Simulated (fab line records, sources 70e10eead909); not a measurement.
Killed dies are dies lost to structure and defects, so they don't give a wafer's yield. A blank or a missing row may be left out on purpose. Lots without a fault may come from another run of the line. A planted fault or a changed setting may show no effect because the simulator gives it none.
One fault seen from 2 desks | flow nand_harc | each desk has only its own numbers; what lay behind them comes last

THE DEFECT DESK
What the inspections along the route counted, lot by lot: means of the sampled wafers that have a number. A lot is out of limits, marked OUT, if its mean lies more than 4 standard deviations from the usual mean; the brackets give that distance.
Columns: A = raw_defect_count at NHARC_P_M2_INSPECT_11, usual 4.1
lot  | first seen here | A
L704 | day 8 16:01     | 4.0
L705 | day 8 17:38     | 3.0
L703 | day 8 19:23     | 4.0
L707 | day 8 20:25     | 3.0
L708 | day 9 08:19     | 5.3
L711 | day 9 12:09     | 4.0
L715 | day 9 17:41     | 3.3
L714 | day 9 18:58     | 2.3
L716 | day 9 19:26     | 7.0
L721 | day 10 09:44    | 3.3
L722 | day 10 19:03    | 4.3
L723 | day 11 00:17    | 3.7
L726 | day 11 15:53    | 3.3
This desk's finding: nothing out of limits on any of the 13 lots.

THE METROLOGY DESK
What the gauges read, lot by lot, whatever tool the lot ran on: means of the sampled wafers that have a number. A lot is out of limits, marked OUT, if its mean lies more than 4 standard deviations from the usual mean; the brackets give that distance.
Columns: A = thk_nm at NHARC_P_M1_THK_MEAS_24, usual 158.0 nm; B = cd_nm at NHARC_P_M2_CD_MEAS_09, usual 170.0 nm
lot  | first seen here | A     | B
L704 | day 8 14:11     | 158.1 | 169.8
L705 | day 8 15:58     | 156.3 | 169.4
L703 | day 8 17:52     | 157.9 | 169.7
L707 | day 8 18:45     | 157.4 | 170.4
L708 | day 9 06:00     | 158.2 | 169.1
L711 | day 9 10:08     | 158.1 | 183.0 (+22) OUT
L715 | day 9 16:10     | 158.9 | 182.7 (+22) OUT
L714 | day 9 17:25     | 158.1 | 169.9
L716 | day 9 17:43     | 158.9 | 183.1 (+22) OUT
L721 | day 10 08:10    | 157.7 | 169.9
L722 | day 10 17:31    | 158.0 | 169.8
L723 | day 10 22:35    | 157.1 | 170.5
L726 | day 11 14:12    | 158.8 | 170.3
This desk's finding: out of limits on L711, L715, L716; first on L711, day 9 12:00 (cd_nm at NHARC_P_M2_CD_MEAS_09). In limits: L704, L705, L703, L707, L708, L714, L721, L722, L723, L726.

PUT TOGETHER
The metrology desk could have raised an alarm at day 9 12:00, on L711, L715, L716.
The defect desk saw nothing out of limits.
The defect desk has L711, L715, L716 on record, within its limits.
Of the lots named, all ran NHARC_P_M2_PEB_07 on litho_track-04.

WHAT THE SIMULATOR HAD PUT IN
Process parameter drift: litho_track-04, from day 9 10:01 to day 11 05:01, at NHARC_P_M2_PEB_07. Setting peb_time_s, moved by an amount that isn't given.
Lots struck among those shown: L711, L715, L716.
Hours from the fault's start to each desk's first reading out of limits: the metrology desk, 2.
